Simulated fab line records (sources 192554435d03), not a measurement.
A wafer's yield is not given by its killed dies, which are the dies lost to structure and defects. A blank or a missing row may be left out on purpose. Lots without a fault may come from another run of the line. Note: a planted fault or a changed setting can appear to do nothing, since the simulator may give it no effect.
Which of the tools did it? || flow n5 finfet || 6 lots, 18 wafers sampled, at 3 steps of a route of 1938

## WHAT EACH GAUGE READ, for each wafer
N5_PASSIVATION_INSPECT_67: inspects for defects (macro).
{"lot": "L421", "measured": "day 11 17:56", "on": "defect inspect-02", "raw defect count": "1 3 4"}
{"lot": "L425", "measured": "day 13 08:13", "on": "defect inspect-01", "raw defect count": "3 2 3"}
{"lot": "L427", "measured": "day 13 15:28", "on": "defect inspect-02", "raw defect count": "4 3 4"}
{"lot": "L429", "measured": "day 14 04:58", "on": "defect inspect-02", "raw defect count": "2 1 2"}
{"lot": "L436", "measured": "day 16 06:37", "on": "defect inspect-01", "raw defect count": "1 4 2"}
{"lot": "L442", "measured": "day 17 17:07", "on": "defect inspect-02", "raw defect count": "3 1 4"}

## TOOL THAT RAN EACH LOT (tool first, then ch and the chambers of the sampled wafers, then the start)
{"lot": "L421", "N5_SPACER0_ALD_08": "ald sin-04 ch 0,2,3, day 3 12:14", "N5_PASSIVATION_DEGAS_18": "pvd sputter-02, day 11 15:19"}
{"lot": "L425", "N5_SPACER0_ALD_08": "ald sin-04 ch 1,2,3, day 4 12:40", "N5_PASSIVATION_DEGAS_18": "pvd sputter-02, day 13 05:47"}
{"lot": "L427", "N5_SPACER0_ALD_08": "ald sin-01 ch 1,3, day 5 00:10", "N5_PASSIVATION_DEGAS_18": "pvd sputter-03, day 13 12:44"}
{"lot": "L429", "N5_SPACER0_ALD_08": "ald sin-01 ch 0,1,2, day 5 15:38", "N5_PASSIVATION_DEGAS_18": "pvd sputter-02, day 14 02:05"}
{"lot": "L436", "N5_SPACER0_ALD_08": "ald sin-01 ch 1,3, day 7 05:20", "N5_PASSIVATION_DEGAS_18": "pvd sputter-01, day 16 04:10"}
{"lot": "L442", "N5_SPACER0_ALD_08": "ald sin-04 ch 1,2,3, day 8 17:29", "N5_PASSIVATION_DEGAS_18": "pvd sputter-01, day 17 14:20"}
- N5_SPACER0_ALD_08: deposits SiNx, target thk 2 nm.
- N5_PASSIVATION_DEGAS_18: time 60 s.

## THE ANSWER, worked out from the rows above alone
Rule: the usual values come from the lots themselves. The widest of any qualifying gaps counts: lots, ordered by their means at a reading, are off when they make up no more than a third of the lots, leave a main group of 4 or more, and stand apart from it by 3 or more times the standard deviation of that group's means. If all means in a main group match to the digits the tables above print for the reading, that group is not used. A lot without any number at a reading at which 4 lots or more have one is off too. The other lots that the step has rows for count as sound.
No lot is off on any of the readings shown, so nothing can be concluded from this.

## WHAT HAD BEEN PUT IN BY THE SIMULATOR
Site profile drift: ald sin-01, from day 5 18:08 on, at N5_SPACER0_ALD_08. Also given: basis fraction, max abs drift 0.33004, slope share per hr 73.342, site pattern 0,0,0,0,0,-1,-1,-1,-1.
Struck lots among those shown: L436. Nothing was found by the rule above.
